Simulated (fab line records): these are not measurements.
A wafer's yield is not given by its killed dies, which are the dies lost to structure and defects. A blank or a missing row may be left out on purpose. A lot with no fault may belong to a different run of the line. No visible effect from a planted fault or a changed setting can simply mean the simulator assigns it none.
Check of tool commonality    flow n5-finfet    27 wafers sampled across 9 lots

## REASON FOR OPENING
Of 9 lots, 2 have the reading CJ_P flagged at N5_BEOL_M4_RC_MEAS_101. Fault-free wafers read 5.82, with a standard deviation of 0.19.
Rule: a lot gets a flag if all its wafers with a number sit over 4 standard deviations from that mean, or if no wafer of it has a number. The other lots count as sound.

lot   measured      on         CJ_P, wafer by wafer  flag
L938  day 7 22:57   prober-02  5.90 5.75 6.05        
L944  day 9 12:15   prober-02  5.42 5.86 5.80        
L947  day 10 04:37  prober-02  5.84 6.04 5.51        
L948  day 10 09:46  prober-01  5.91 6.09 5.77        
L953  day 11 16:10  prober-01  4.43 4.83 4.54        FLAGGED
L955  day 11 21:08  prober-02  4.69 4.83 4.93        FLAGGED
L957  day 12 12:03  prober-01  5.84 5.59 5.87        
L958  day 13 07:49  prober-01  5.90 6.01 5.78        
L960  day 13 22:01  prober-01  5.92 5.75 5.78        
On average the flagged lots' numbers are 4.71, which is -1.11 against the usual, or -6 standard deviations.

## LOT BY LOT: THE TOOL USED
Before the reading, the record contains 4 process steps out of a 1938-step route. Cell contents, in order: the tool; ch with the chambers the sampled wafers went through; the start.
lot   flag     N5_ZERO_LAYER_ETCH_17              N5_ZERO_LAYER_ETCH_18            N5_WELL_APT_IMPLANT_15          N5_WELL_APT_DESCUM_30
L938           rie-diel-03 ch 1,2,3, day 1 13:01  rie-si-06 ch 0,1,3, day 1 13:05  implanter-01 ch 0, day 1 14:58  rie-diel-04 ch 0,1,2, day 1 16:52
L944           rie-diel-02 ch 0,1,2, day 3 02:20  rie-si-05 ch 0,1, day 3 02:25    implanter-01 ch 0, day 3 03:53  rie-diel-06 ch 0,2, day 3 04:40
L947           rie-diel-02 ch 0,2, day 3 18:44    rie-si-05 ch 0,1, day 3 18:49    implanter-01 ch 0, day 3 20:11  rie-diel-05 ch 0,1,2, day 3 21:07
L948           rie-diel-02 ch 0,2, day 4 00:43    rie-si-03 ch 0,1, day 4 00:47    implanter-02 ch 0, day 4 01:59  rie-diel-05 ch 0,1, day 4 03:03
L953  FLAGGED  rie-diel-01 ch 1,3, day 5 06:43    rie-si-03 ch 0,1,3, day 5 06:47  implanter-01 ch 0, day 5 08:18  rie-diel-04 ch 0,2,3, day 5 09:19
L955  FLAGGED  rie-diel-02 ch 1,2, day 5 18:50    rie-si-06 ch 0,1, day 5 18:55    implanter-01 ch 0, day 5 20:14  rie-diel-06 ch 0,1, day 5 21:10
L957           rie-diel-01 ch 0,3, day 6 07:04    rie-si-06 ch 1,3, day 6 07:08    implanter-02 ch 0, day 6 08:30  rie-diel-06 ch 0,2, day 6 09:24
L958           rie-diel-02 ch 0,2,3, day 6 13:25  rie-si-05 ch 0,2, day 6 13:29    implanter-02 ch 0, day 6 14:45  rie-diel-04 ch 0,3, day 6 15:43
L960           rie-diel-03 ch 1,3, day 7 00:43    rie-si-06 ch 0,1,2, day 7 00:47  implanter-02 ch 0, day 7 02:03  rie-diel-04 ch 1,2,3, day 7 02:56
What these steps do:
- N5_ZERO_LAYER_ETCH_17: etches SiO2 in CF4, target depth 12 nm, time 13.3 s.
- N5_ZERO_LAYER_ETCH_18: etches Si in HBr/Cl2, target depth 120 nm, time 40 s.
- N5_WELL_APT_IMPLANT_15
- N5_WELL_APT_DESCUM_30: chemistry O2, time 7.9 s.
- N5_BEOL_M4_RC_MEAS_101

## FLAGGED AGAINST TOTAL, ONE TOOL AT A TIME (gauges that did the reading follow at the end)
step                    tool          lots run  flagged  share of the flagged lots  sound lots run after its first flagged lot
N5_ZERO_LAYER_ETCH_17   rie-diel-01   2         1        some                       1 (L957)
N5_ZERO_LAYER_ETCH_17   rie-diel-02   5         1        some                       1 (L958)
N5_ZERO_LAYER_ETCH_17   rie-diel-03   2         0        none                       -
N5_ZERO_LAYER_ETCH_18   rie-si-03     2         1        some                       0
N5_ZERO_LAYER_ETCH_18   rie-si-05     3         0        none                       -
N5_ZERO_LAYER_ETCH_18   rie-si-06     4         1        some                       2 (L957,L960)
N5_WELL_APT_IMPLANT_15  implanter-01  5         2        all                        0
N5_WELL_APT_IMPLANT_15  implanter-02  4         0        none                       -
N5_WELL_APT_DESCUM_30   rie-diel-04   4         1        some                       2 (L958,L960)
N5_WELL_APT_DESCUM_30   rie-diel-05   2         0        none                       -
N5_WELL_APT_DESCUM_30   rie-diel-06   3         1        some                       1 (L957)
N5_BEOL_M4_RC_MEAS_101  prober-01     5         1        some                       3 (L957,L958,L960)
N5_BEOL_M4_RC_MEAS_101  prober-02     4         1        some                       0

## WHAT IS ALLOWED BY THE TABLE
All flagged lots share 1 row of the table, namely implanter-01 at N5_WELL_APT_IMPLANT_15.
- implanter-01 at N5_WELL_APT_IMPLANT_15: 2 of its 5 lots flagged. A fault beginning between L947 (day 3 20:11), its last sound lot, and L953 (day 5 08:18), its first flagged one, fits the data. Its own readings (beam-energy-keV) fall more than 4 standard deviations out on all wafers of the flagged lots.
Left over: one tool, implanter-01 at N5_WELL_APT_IMPLANT_15.

## WHAT WAS PUT IN BY THE SIMULATOR
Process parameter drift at N5_WELL_APT_IMPLANT_15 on implanter-01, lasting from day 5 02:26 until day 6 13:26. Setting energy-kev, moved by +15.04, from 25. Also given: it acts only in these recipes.
Struck lots among those shown: L953, L955. Same finding as the rule above.
